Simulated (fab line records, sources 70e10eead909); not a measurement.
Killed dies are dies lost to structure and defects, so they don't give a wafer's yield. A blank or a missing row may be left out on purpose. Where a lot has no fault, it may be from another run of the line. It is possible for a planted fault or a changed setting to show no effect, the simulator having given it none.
Tool commonality check    flow nand_harc    Sample size 10 lots and 30 wafers

== REASON FOR OPENING ==
Of 10 lots, 1 have the reading VT_DECK1_BOTTOM flagged at NHARC_END_WLT_00. Wafers without a fault read 0.870, standard deviation 0.0077.
Rule: a lot gets a flag if all its wafers with a number sit over 4 standard deviations from that mean, or if no wafer of it has a number. All remaining lots are regarded as sound.

lot   measured      on         VT_DECK1_BOTTOM, wafer by wafer  flag
L158  day 24 01:20  prober-02  0.879 0.882 0.887                
L159  day 24 11:30  prober-02  0.875 0.870 0.878                
L161  day 25 03:23  prober-02  0.935 0.960 0.945                FLAGGED
L171  day 30 09:01  prober-02  0.858 0.870 0.863                
L172  day 31 00:28  prober-01  0.857 0.851 0.851                
L174  day 31 00:59  prober-02  0.882 0.874 0.872                
L177  day 31 10:53  prober-02  0.872 0.873 0.879                
L178  day 32 15:36  prober-01  0.873 0.875 0.867                
L181  day 33 16:54  prober-01  0.860 0.858 0.871                
L180  day 35 04:30  prober-01  0.873 0.868 0.864                
On average the flagged lots' numbers are 0.947, which is +0.077 against the usual, or +10 standard deviations.

== EACH LOT AND THE TOOL IT RAN ON ==
The record holds 3 process steps before the reading, out of a route of 1302 steps. Cell contents, in order: the tool; ch with the chambers the sampled wafers went through; the start.
lot   flag     NHARC_A_CHANNEL_FILL_D1_CVD_05    NHARC_A_BONDPAD_DESCUM_11           NHARC_THIN_TSV_PVD_19
L158           lpcvd_poly-01 ch 0, day 9 21:55   rie_diel-07 ch 0,1,3, day 22 21:14  pvd_sputter-01, day 23 18:11 or earlier
L159           lpcvd_poly-04 ch 0, day 10 15:13  rie_diel-09 ch 0,2, day 23 10:20    pvd_sputter-01, day 24 05:55 or earlier
L161  FLAGGED  lpcvd_poly-04 ch 0, day 11 03:23  rie_diel-07 ch 0,2,3, day 23 23:20  pvd_sputter-03, day 24 20:14 or earlier
L171           lpcvd_poly-04 ch 0, day 15 17:58  rie_diel-07 ch 1,2,3, day 29 08:53  pvd_sputter-02, day 30 04:16 or earlier
L172           lpcvd_poly-03 ch 0, day 16 09:16  rie_diel-09 ch 0,2,3, day 29 18:08  pvd_sputter-02, day 30 18:23 or earlier
L174           lpcvd_poly-04 ch 0, day 16 21:23  rie_diel-09 ch 2,3, day 30 00:29    pvd_sputter-01, day 30 19:38 or earlier
L177           lpcvd_poly-04 ch 0, day 17 17:28  rie_diel-07 ch 0,2,3, day 30 06:17  pvd_sputter-03, day 31 03:21 or earlier
L178           lpcvd_poly-04 ch 0, day 18 03:55  rie_diel-09 ch 2,3, day 31 06:22    pvd_sputter-01, day 32 08:32 or earlier
L181           lpcvd_poly-04 ch 0, day 19 06:48  rie_diel-09 ch 0,1,3, day 32 12:53  pvd_sputter-01, day 33 09:31 or earlier
L180           lpcvd_poly-04 ch 0, day 20 16:31  rie_diel-09 ch 1,2,3, day 34 00:05  pvd_sputter-03, day 34 21:59 or earlier
What the steps here do:
- NHARC_A_CHANNEL_FILL_D1_CVD_05: deposits poly-Si, target thk 5 nm.
- NHARC_A_BONDPAD_DESCUM_11: chemistry O2, time 3 s.
- NHARC_THIN_TSV_PVD_19: deposits TaN, target thk 20 nm.
- NHARC_END_WLT_00

== FLAGGED AGAINST TOTAL, ONE TOOL AT A TIME (gauges that did the reading follow at the end) ==
step                            tool            lots run  flagged  share of the flagged lots  sound lots run after its first flagged lot
NHARC_A_CHANNEL_FILL_D1_CVD_05  lpcvd_poly-01   1         0        none                       -
NHARC_A_CHANNEL_FILL_D1_CVD_05  lpcvd_poly-03   1         0        none                       -
NHARC_A_CHANNEL_FILL_D1_CVD_05  lpcvd_poly-04   8         1        all                        6 (L171,L174,L177,L178,L181,L180)
NHARC_A_BONDPAD_DESCUM_11       rie_diel-07     4         1        all                        2 (L171,L177)
NHARC_A_BONDPAD_DESCUM_11       rie_diel-09     6         0        none                       -
NHARC_THIN_TSV_PVD_19           pvd_sputter-01  5         0        none                       -
NHARC_THIN_TSV_PVD_19           pvd_sputter-02  2         0        none                       -
NHARC_THIN_TSV_PVD_19           pvd_sputter-03  3         1        all                        2 (L177,L180)
NHARC_END_WLT_00                prober-01       4         0        none                       -
NHARC_END_WLT_00                prober-02       6         1        all                        3 (L171,L174,L177)
Because NHARC_THIN_TSV_PVD_19 lacks a start for some lots, the hours and order of its lots are taken from NHARC_THIN_TSV_CD_MEAS_33.

== WHAT THE TABLE ALLOWS ==
4 rows of the table ran every flagged lot: lpcvd_poly-04 at NHARC_A_CHANNEL_FILL_D1_CVD_05, rie_diel-07 at NHARC_A_BONDPAD_DESCUM_11, pvd_sputter-03 at NHARC_THIN_TSV_PVD_19, prober-02 at NHARC_END_WLT_00.
- lpcvd_poly-04 at NHARC_A_CHANNEL_FILL_D1_CVD_05 ran 8 lots, 1 of them flagged. After the first flagged lot (L171, L174, L177, L178, L181, L180), sound lots still ran on it; a lasting fault on the whole tool would not permit that.
- rie_diel-07 at NHARC_A_BONDPAD_DESCUM_11 ran 4 lots, 1 of them flagged. After the first flagged lot (L171, L177), sound lots still ran on it; a lasting fault on the whole tool would not permit that.
- pvd_sputter-03 at NHARC_THIN_TSV_PVD_19 ran 3 lots, 1 of them flagged. After the first flagged lot (L177, L180), sound lots still ran on it; a lasting fault on the whole tool would not permit that.
- prober-02 at NHARC_END_WLT_00 ran 6 lots, 1 of them flagged. After the first flagged lot (L171, L174, L177), sound lots still ran on it; a lasting fault on the whole tool would not permit that.
There is no row in the table that ran each flagged lot and no sound lot after the first.

== WHAT HAD BEEN PUT IN BY THE SIMULATOR ==
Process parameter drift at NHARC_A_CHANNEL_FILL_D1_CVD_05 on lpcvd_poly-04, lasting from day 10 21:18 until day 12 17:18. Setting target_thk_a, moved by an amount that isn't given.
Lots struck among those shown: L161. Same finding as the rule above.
